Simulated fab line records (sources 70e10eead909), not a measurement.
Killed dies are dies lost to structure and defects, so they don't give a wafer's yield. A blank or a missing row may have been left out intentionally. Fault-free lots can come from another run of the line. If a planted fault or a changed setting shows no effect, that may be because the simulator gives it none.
The tool behind it: which one? -- flow nand harc -- 36 wafers from 12 lots sampled at 6 of the route's 1302 steps

== WHAT THE GAUGES SHOWED, per wafer ==
NHARC_P_STI_OCD_MEAS_43. Usual: trench depth nm 301 nm, standard deviation 4.9; trench foot cd nm 158.6 nm, standard deviation 2.3.
lot,measured,on,trench depth nm (nm),trench foot cd nm (nm),flag
L842,day 2 22:16,ocd-02,300 294 297,157.1 160.8 157.9,
L843,day 3 10:29,ocd-01,301 308 305,158.3 153.9 158.5,
L845,day 4 03:28,ocd-02,300 301 305,156.7 156.5 157.9,
L855,day 8 06:37,ocd-02,298 308 300,159.4 158.3 159.6,
L857,day 9 04:08,ocd-02,301 304 300,157.5 158.2 156.5,
L858,day 9 16:23,ocd-02,305 307 307,157.8 154.9 154.3,
L860,day 10 07:27,ocd-01,313 304 314,156.9 158.6 158.7,
L861,day 10 18:16,ocd-02,301 294 302,162.0 163.0 160.5,
L862,day 11 13:16,ocd-02,308 309 302,155.8 157.8 158.9,
L863,day 11 13:16,ocd-01,299 297 301,159.0 158.6 158.1,
L864,day 11 23:53,ocd-01,302 308 299,158.3 155.8 159.3,
L865,day 12 09:50,ocd-02,295 297 296,157.3 156.8 160.9,

NHARC_P_GATE_CD_MEAS_11: the cd target is 1640 nm. Usual: cd nm at 1639.4 nm, with a standard deviation of 1.5.
lot,measured,on,cd nm (nm),flag
L842,day 4 10:32,cd sem-02,1639.0 1638.9 1638.5,
L843,day 4 20:45,cd sem-03,1637.3 1637.5 1640.6,
L845,day 5 10:16,cd sem-02,- - -,OFF
L855,day 9 15:10,cd sem-03,1638.3 1640.5 1637.5,
L857,day 10 10:33,cd sem-01,1636.8 1639.4 1637.5,
L858,day 11 04:08,cd sem-01,1640.0 1639.2 1639.8,
L860,day 11 17:08,cd sem-02,1642.0 1638.8 1640.7,
L861,day 12 07:04,cd sem-02,1637.3 1638.9 1640.2,
L862,day 12 23:13,cd sem-03,1637.8 1636.8 1639.6,
L863,day 12 23:23,cd sem-01,1639.5 1639.6 1639.9,
L864,day 13 11:28,cd sem-01,1639.0 1637.5 1640.9,
L865,day 13 22:03,cd sem-02,1639.4 1640.1 1639.0,

NHARC_END_SORT_01. Usual: killed at array 53, standard deviation 18; killed at other 1.0, standard deviation 1.2; killed at periphery 3.6, standard deviation 2.4; killed dies 58, standard deviation 18; killed open 3.4, standard deviation 1.8; killed short 2.3, standard deviation 1.5.
lot,measured,on,killed at array,killed at other,killed at periphery,killed dies,killed open,killed short,flag
L845,day 26 13:32,prober-01,35 29 32,0 1 0,642 647 645,677 677 677,6 4 8,1 1 1,OFF

== WHAT TOOL EACH LOT RAN ON (gives the tool, then ch and the chambers of the sampled wafers, and finally the start) ==
lot,NHARC_P_ZERO_WELL_ETCH_63,NHARC_P_ZERO_WELL_DESCUM_39,NHARC_P_GATE_EXPOSE_08
L842,"rie si-02 ch 0,1,2, day 1 21:37","rie diel-13 ch 0,2,3, day 2 00:13","krf scanner-03 ch 0, day 4 10:23"
L843,"rie si-02 ch 1,2,3, day 2 07:41","rie diel-13 ch 1,2,3, day 2 10:19","krf scanner-04 ch 0, day 4 20:36"
L845,"rie si-02 ch 0,2,3, day 3 03:46","rie diel-13 ch 0,2, day 3 07:24","krf scanner-04 ch 0, day 5 10:07"
L855,"rie si-02 ch 2,3, day 7 07:33","rie diel-12 ch 0,2,3, day 7 10:20","krf scanner-04 ch 0, day 9 15:01"
L857,"rie si-02 ch 0,3, day 8 04:01","rie diel-13 ch 1,2,3, day 8 06:45","krf scanner-01 ch 0, day 10 10:24"
L858,"rie si-02 ch 0,2, day 8 13:41","rie diel-02 ch 0,2,3, day 8 16:23","krf scanner-03 ch 0, day 11 03:59"
L860,"rie si-06 ch 0,1,2, day 9 09:42","rie diel-13 ch 0,3, day 9 12:19","krf scanner-04 ch 0, day 11 16:59"
L861,"rie si-04 ch 0,2, day 9 19:45","rie diel-02 ch 0,1,2, day 9 22:31","krf scanner-04 ch 0, day 12 06:55"
L862,"rie si-06 ch 0,2,3, day 10 09:56","rie diel-02 ch 0,1,3, day 10 12:45","krf scanner-03 ch 0, day 12 23:04"
L863,"rie si-04 ch 0,3, day 10 15:43","rie diel-12 ch 1,2, day 10 18:23","krf scanner-04 ch 0, day 12 23:14"
L864,"rie si-06 ch 2,3, day 11 01:31","rie diel-13 ch 0,3, day 11 04:10","krf scanner-04 ch 0, day 13 11:18"
L865,"rie si-04 ch 2,3, day 11 11:47","rie diel-13 ch 0,3, day 11 14:23","krf scanner-01 ch 0, day 13 21:53"
- NHARC_P_ZERO_WELL_ETCH_63: etches the open film in HBr/Cl2, target depth 120 nm, time 40.1 s.
- NHARC_P_ZERO_WELL_DESCUM_39: chemistry O2, time 3 s.
- NHARC_P_GATE_EXPOSE_08: exposes mask P HV.

== WHAT THE TOOLS THEMSELVES READ (means of the sampled wafers that have a number; where no wafer has one, the mark that the record gives instead) ==
NHARC_P_ZERO_WELL_ETCH_63. Usual: bias w 100.03 W, standard deviation 0.3; drypump motor current A 5.7 A, standard deviation 0.44; oes product au 1.006 a.u., standard deviation 0.0087; throttle valve pct 26.405 %, standard deviation 0.0097.
lot,tool,bias w (W),drypump motor current A (A),oes product au (a.u.),throttle valve pct (%),flag
L842,rie si-02,100.12,5.6,1.001,26.401,
L843,rie si-02,100.35,5.5,1.004,26.404,
L845,rie si-02,99.90,5.3,1.016,26.402,
L855,rie si-02,99.89,5.1,1.005,26.410,
L857,rie si-02,99.84,5.4,1.004,26.405,
L858,rie si-02,100.07,5.3,1.009,26.400,
L860,rie si-06,100.05,6.0,1.007,26.407,
L861,rie si-04,99.81,5.5,1.013,26.410,
L862,rie si-06,100.15,5.9,1.013,26.400,
L863,rie si-04,99.76,6.2,1.023,26.411,
L864,rie si-06,100.25,5.8,1.020,26.406,
L865,rie si-04,99.91,5.6,1.017,26.406,

NHARC_P_ZERO_WELL_DESCUM_39. Usual: drypump motor current A 5.8 A, standard deviation 0.55; oes product au 1.001 a.u., standard deviation 0.01; rf vpp V 57.7 V, standard deviation 0.95; showerhead plenum p Torr 1.88 Torr, standard deviation 0.079; throttle valve pct 11.311 %, standard deviation 0.0097.
lot,tool,drypump motor current A (A),oes product au (a.u.),rf vpp V (V),showerhead plenum p Torr (Torr),throttle valve pct (%),flag
L842,rie diel-13,5.6,1.015,57.5,1.94,11.321,
L843,rie diel-13,5.7,1.019,57.8,1.90,11.320,
L845,rie diel-13,5.9,1.000,57.9,1.91,11.306,
L855,rie diel-12,5.2,0.988,57.4,1.87,11.311,
L857,rie diel-13,5.7,1.001,57.9,1.89,11.304,
L858,rie diel-02,6.1,0.995,57.7,1.85,11.315,
L860,rie diel-13,5.9,0.991,57.8,1.95,11.310,
L861,rie diel-02,5.8,0.996,56.6,1.81,11.315,
L862,rie diel-02,5.6,1.004,58.7,1.91,11.315,
L863,rie diel-12,6.0,1.003,58.4,1.87,11.297,
L864,rie diel-13,5.7,0.995,58.2,1.97,11.317,
L865,rie diel-13,5.9,1.009,58.0,1.95,11.301,

NHARC_P_GATE_EXPOSE_08. Usual: focus offset nm at -0.1 nm, with a standard deviation of 0.48.
lot,tool,focus offset nm (nm),flag
L842,krf scanner-03,-0.3,
L843,krf scanner-04,-0.2,
L845,krf scanner-04,-0.4,
L855,krf scanner-04,-0.1,
L857,krf scanner-01,0.5,
L858,krf scanner-03,-0.4,
L860,krf scanner-04,0.7,
L861,krf scanner-04,0.3,
L862,krf scanner-03,-0.1,
L863,krf scanner-04,0.2,
L864,krf scanner-04,-0.8,
L865,krf scanner-01,-0.4,

== THE ANSWER, worked out from the rows above alone ==
Rule: a lot is off if the mean of its wafers that have a number lies more than 3 standard deviations from the usual mean. Also off: a lot with no number at a reading for which 4 or more lots have one. Where the step has rows for the other lots, those lots are counted as sound. Order of review: gauges by route order, followed by the tools' own readings, for which a lot's mean as printed above is used. At the first step where some lot is off, the reading lying furthest off is the one used; lots without a number count as furthest.
Off: L845 (NHARC_P_GATE_CD_MEAS_11, cd nm). Without a number there: L845.
If a tool, at a process step before that reading, ran all the lots that are off and no sound lot after the first of them, it fits. Not tried: the gauges at NHARC_P_GATE_CD_MEAS_11; whatever is off there is also off at NHARC_END_SORT_01, on other tools, and gauge error can't account for it. No candidate that was tried fits.

== WHAT THE SIMULATOR HAD INSERTED ==
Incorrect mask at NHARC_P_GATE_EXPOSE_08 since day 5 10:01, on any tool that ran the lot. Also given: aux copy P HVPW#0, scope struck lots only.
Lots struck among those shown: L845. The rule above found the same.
